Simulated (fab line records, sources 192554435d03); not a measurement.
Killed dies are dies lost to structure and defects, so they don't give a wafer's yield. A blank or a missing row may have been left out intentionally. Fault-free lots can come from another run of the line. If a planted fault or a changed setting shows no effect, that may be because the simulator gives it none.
Split-lot trial    flow n5 finfet    route with 1938 steps; 7 lots, 39 wafers read

THE SPLIT ITSELF
At N5_ZERO_LAYER_DEVELOP_10 (develop time 60 s), the setting develop time s was moved away from the recipe's 60 s on 15 of the 39 wafers read, by -54.3% to +35.8%. All remaining wafers had this setting at the recipe value.

FROM THE SPLIT TO THE READING: what the file shows between them, 1 step
- N5_ZERO_LAYER_HARDBAKE_23: time 120 s

THE READING
cd nm, in nm, at N5_ZERO_LAYER_CD_MEAS_11 (target cd 2000 nm). Fault-free wafers of this fab line usually give 1999.8 nm, standard deviation 1.9 nm.

wafer   tool, chamber at the split  develop time s as run, s  against the recipe  cd nm, nm  against lot-mates on the recipe
L076.1  litho track-05, 0           27.43                     -54.3%              1981.9     -17.9
L076.2  litho track-05, 0           27.43                     -54.3%              1979.0     -20.8
L076.3  litho track-05, 0           60                        recipe              1997.2     -
L076.4  litho track-05, 0           60                        recipe              2002.3     -
L076.5  litho track-05, 0           60                        recipe              2000.0     -
L076.6  litho track-05, 0           27.43                     -54.3%              1981.6     -18.2
L078.1  litho track-04, 0           60                        recipe              1998.0     -
L078.2  litho track-04, 0           60                        recipe              2000.6     -
L078.5  litho track-04, 0           60                        recipe              1999.1     -
L079.1  litho track-04, 0           60                        recipe              1997.8     -
L079.2  litho track-04, 0           60                        recipe              1999.5     -
L079.3  litho track-04, 0           60                        recipe              1997.0     -
L079.4  litho track-04, 0           60                        recipe              1999.8     -
L079.5  litho track-04, 0           60                        recipe              1999.1     -
L079.6  litho track-04, 0           60                        recipe              1995.5     -
L084.1  litho track-02, 0           37.34                     -37.8%              1990.0     -10.7
L084.2  litho track-02, 0           60                        recipe              2000.9     -
L084.3  litho track-02, 0           60                        recipe              2000.3     -
L084.4  litho track-02, 0           60                        recipe              2000.9     -
L084.5  litho track-02, 0           37.34                     -37.8%              1989.3     -11.4
L084.6  litho track-02, 0           37.34                     -37.8%              1990.5     -10.2
L089.1  litho track-04, 0           44.74                     -25.4%              1995.0     -4.5
L089.2  litho track-04, 0           44.74                     -25.4%              1990.8     -8.7
L089.3  litho track-04, 0           60                        recipe              2000.3     -
L089.4  litho track-04, 0           44.74                     -25.4%              1993.0     -6.5
L089.5  litho track-04, 0           60                        recipe              1999.1     -
L089.6  litho track-04, 0           60                        recipe              1999.2     -
L091.1  litho track-05, 0           60                        recipe              1999.5     -
L091.2  litho track-05, 0           78.71                     +31.2%              2004.6     +5.5
L091.3  litho track-05, 0           78.71                     +31.2%              2006.6     +7.5
L091.4  litho track-05, 0           60                        recipe              1999.9     -
L091.5  litho track-05, 0           78.71                     +31.2%              2003.6     +4.5
L091.6  litho track-05, 0           60                        recipe              1998.0     -
L095.1  litho track-04, 0           60                        recipe              1999.0     -
L095.2  litho track-04, 0           81.48                     +35.8%              2005.4     +7.2
L095.3  litho track-04, 0           60                        recipe              1997.3     -
L095.4  litho track-04, 0           60                        recipe              1998.3     -
L095.5  litho track-04, 0           81.48                     +35.8%              2003.6     +5.4
L095.6  litho track-04, 0           81.48                     +35.8%              2006.0     +7.8

FIT RESULTS
A straight line over all 39 wafers: cd nm changes by +0.255 nm for each +1% of develop time s; r = +0.95; the points scatter about the line by 2.1 nm.
The same after taking each lot's own level away (the mean of its wafers on the recipe; 39 wafers): +0.274 nm for each +1%; r = +0.96; scatter 1.9 nm.
Per that fit: largest develop time s move, reading shift of 15 nm.
The span of the lots' own levels, 1998.12 to 2000.70 nm, comes to 1.4 times the standard deviation stated above.
So the lot-to-lot level changes the slope little: the two slopes agree.
Check: -15.2 nm against its lot-mates is what the line predicts for one of the wafers moved furthest among these (-54.3%) when that wafer is left out of the fit. It came out at -17.9 nm against them.

THE WHOLE CHAIN: every reading that the file lists as answering this split, in the file's order
step                      what it does              reading                                                            change (the file's fit)                r (the file's)
N5_ZERO_LAYER_CD_MEAS_11  target cd 2000 nm         cd nm                                                              +0.279 nm for each +1% of the setting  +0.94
N5_ZERO_LAYER_DESCUM_16   chemistry O2, time 7.9 s  ZERO_LAYER.cd nm (the simulator's own value, which no gauge read)  +0.281 nm for each +1% of the setting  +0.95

THE FILE'S OWN FIT
cd nm changes by +0.279 nm for each +1% of develop time s, r = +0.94.
